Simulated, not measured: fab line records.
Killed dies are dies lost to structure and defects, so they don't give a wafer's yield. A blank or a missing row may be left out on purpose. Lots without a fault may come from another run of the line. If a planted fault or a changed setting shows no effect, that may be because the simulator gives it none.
A single fault, viewed from 2 desks | flow nand-harc | what lay behind the numbers comes last; until then each desk has only its own

== METROLOGY DESK ==
What the gauges read, lot by lot, whatever tool the lot ran on: means of the sampled wafers that have a number. A lot is out of limits, marked OUT, if its mean lies more than 4 standard deviations from the usual mean; the brackets give that distance.
Columns: A = thk-nm at NHARC_A_BONDPAD_THK_MEAS_20, usual 169.8 nm
lot  | first seen here | A
L929 | day 24 02:53    | 171.0
L926 | day 24 05:03    | 168.6
L927 | day 24 12:15    | 169.7
L930 | day 25 09:13    | 169.7
L931 | day 25 13:11    | 171.4
L932 | day 25 22:23    | 170.1
L934 | day 27 01:20    | 170.3
L935 | day 27 17:10    | 170.1
L936 | day 27 17:48    | 170.6
L937 | day 27 23:30    | 169.6
L938 | day 28 04:29    | 171.2
L939 | day 28 09:39    | 168.1
L943 | day 31 03:01    | 169.6
This desk's verdict: no lot among the 13 shows anything out of limits.

== DESK OF THE TOOL OWNER: grinder-01 ==
The tool's own readings at NHARC_THIN_TSV_GRIND_00, given as means over the sampled wafers that have a number, one for each lot that went through this tool. A lot is out of limits, marked OUT, if its mean lies more than 4 standard deviations from the usual mean; the brackets give that distance.
Columns: A = motor-current-A at NHARC_THIN_TSV_GRIND_00, usual 11.999 A
lot  | first seen here | A
L926 | day 24 17:47    | 12.019
L929 | day 24 19:34    | 11.981
L927 | day 24 22:20    | 12.007
L930 | day 25 19:44    | 12.016
L931 | day 26 03:16    | 11.988
L932 | day 26 08:47    | 12.014
L934 | day 27 12:10    | 12.017
L935 | day 28 03:27    | 11.996
L936 | day 28 04:52    | 12.005
L937 | day 28 09:25    | 11.985
L938 | day 28 14:22    | 11.996
L939 | day 28 19:37    | 12.000
L943 | day 31 12:22    | 11.997
This desk's verdict: no lot among the 13 shows anything out of limits.

== ALL TOGETHER ==
From the metrology desk's view, nothing was out of limits.
The tool owner's desk saw nothing out of limits.

== WHAT THE SIMULATOR HAD INSERTED ==
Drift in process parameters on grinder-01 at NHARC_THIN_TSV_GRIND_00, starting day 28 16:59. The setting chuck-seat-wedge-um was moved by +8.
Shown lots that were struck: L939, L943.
